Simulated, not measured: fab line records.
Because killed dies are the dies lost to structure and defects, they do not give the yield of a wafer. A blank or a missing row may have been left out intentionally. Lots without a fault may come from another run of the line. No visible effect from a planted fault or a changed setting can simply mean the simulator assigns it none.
3 desks, one fault + flow n5_finfet + numbers are kept per desk, each desk with only its own; the story behind them comes last

== DESK OF THE TOOL OWNER: rie_diel-05 ==
The tool's own readings at N5_BEOL_M6_ETCH_61 (etches SiARC in CF4, target depth 45.5 nm, time 75.8 s): means of the sampled wafers that have a number, for each lot that ran on this tool. If a lot's mean is further than 4 standard deviations from the usual mean, the lot is out of limits and carries the mark OUT (the distance appears in the brackets).
Columns: A = cf4_flow_sccm at N5_BEOL_M6_ETCH_61, usual 99.99 sccm; B = drypump_motor_current_A at N5_BEOL_M6_ETCH_61, usual 5.8 A; C = etch_rf_on_time_s at N5_BEOL_M6_ETCH_61, usual 75.7 s; D = oes_product_au at N5_BEOL_M6_ETCH_61, usual 0.70 a.u.; E = rf_vpp_V at N5_BEOL_M6_ETCH_61, usual 184.6 V; F = showerhead_plenum_p_Torr at N5_BEOL_M6_ETCH_61, usual 2.18 Torr; G = throttle_valve_pct at N5_BEOL_M6_ETCH_61, usual 15.42 %
| lot  | first seen here | A      | B   | C               | D    | E     | F    | G     |
|------|-----------------|--------|-----|-----------------|------|-------|------|-------|
| L731 | day 9 05:59     | 100.24 | 5.5 | 76.7            | 0.65 | 184.5 | 2.20 | 15.60 |
| L732 | day 9 13:28     | 100.09 | 5.5 | 75.0            | 0.72 | 185.0 | 2.23 | 15.35 |
| L735 | day 10 12:58    | 99.95  | 5.5 | 75.4            | 0.66 | 185.0 | 2.24 | 15.51 |
| L736 | day 10 16:34    | 99.89  | 5.3 | 75.8            | 0.70 | 185.2 | 2.25 | 15.54 |
| L737 | day 10 20:41    | 99.88  | 5.5 | 76.3            | 0.69 | 184.7 | 2.22 | 15.37 |
| L739 | day 11 12:00    | 99.57  | 5.8 | 60.5 (-17) OUT  | 0.80 | 184.2 | 2.19 | 15.22 |
| L738 | day 11 21:40    | 100.08 | 5.8 | 67.9 (-8.8) OUT | 0.75 | 185.2 | 2.19 | 15.22 |
| L749 | day 14 06:10    | 100.08 | 5.6 | 75.7            | 0.72 | 184.9 | 2.17 | 15.38 |
Finding of this desk: L738, L739 out of limits; the first was L739 at day 11 12:00, on etch_rf_on_time_s at N5_BEOL_M6_ETCH_61. L731, L732, L735, L736, L737, L749: within limits.

== METROLOGY DESK ==
What the gauges read, lot by lot, whatever tool the lot ran on: means of the sampled wafers that have a number. If a lot's mean is further than 4 standard deviations from the usual mean, the lot is out of limits and carries the mark OUT (the distance appears in the brackets).
Columns: A = cd_nm at N5_BEOL_M6_CD_MEAS_18, usual 40.0 nm
| lot  | first seen here | A    |
|------|-----------------|------|
| L731 | day 9 06:25     | 40.0 |
| L732 | day 9 13:54     | 39.1 |
| L733 | day 9 14:04     | 39.6 |
| L735 | day 10 13:23    | 39.8 |
| L736 | day 10 17:08    | 40.2 |
| L737 | day 10 21:10    | 40.5 |
| L739 | day 11 12:29    | 39.9 |
| L738 | day 11 22:07    | 39.7 |
| L747 | day 13 05:32    | 40.1 |
| L749 | day 14 06:35    | 40.0 |
| L750 | day 14 09:39    | 39.9 |
Finding of this desk: none of the 11 lots has anything out of limits.

== THE DEFECT DESK ==
What the inspections along the route counted, lot by lot: means of the sampled wafers that have a number. If a lot's mean is further than 4 standard deviations from the usual mean, the lot is out of limits and carries the mark OUT (the distance appears in the brackets).
Columns: A = raw_defect_count at N5_BEOL_M5_INSPECT_58, usual 75
| lot  | first seen here | A   |
|------|-----------------|-----|
| L731 | day 9 03:07     | 61  |
| L732 | day 9 11:56     | 98  |
| L733 | day 9 12:17     | 33  |
| L735 | day 10 11:10    | 90  |
| L736 | day 10 14:31    | 78  |
| L737 | day 10 18:58    | 93  |
| L739 | day 11 10:11    | 57  |
| L738 | day 11 17:32    | 59  |
| L747 | day 13 01:23    | 101 |
| L749 | day 14 02:20    | 56  |
| L750 | day 14 06:50    | 82  |
Finding of this desk: none of the 11 lots has anything out of limits.

== TAKEN TOGETHER ==
At day 11 12:00, on L738, L739, the tool owner's desk was in a position to raise an alarm.
Nothing out of limits was seen by the metrology desk.
No out-of-limits result turned up at the defect desk.
The metrology desk holds a record of L738, L739, inside its limits.
The defect desk has L738, L739 on record, within its limits.
On rie_diel-05, each named lot ran N5_BEOL_M6_ETCH_61.

== WHAT THE SIMULATOR PUT IN ==
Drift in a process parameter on rie_diel-05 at N5_BEOL_M6_ETCH_61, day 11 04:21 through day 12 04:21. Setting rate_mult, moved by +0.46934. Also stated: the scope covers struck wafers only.
Shown lots that were struck: L738, L739.
Delay in hours, fault start to first out-of-limits reading, by desk: the tool owner's desk at 8.
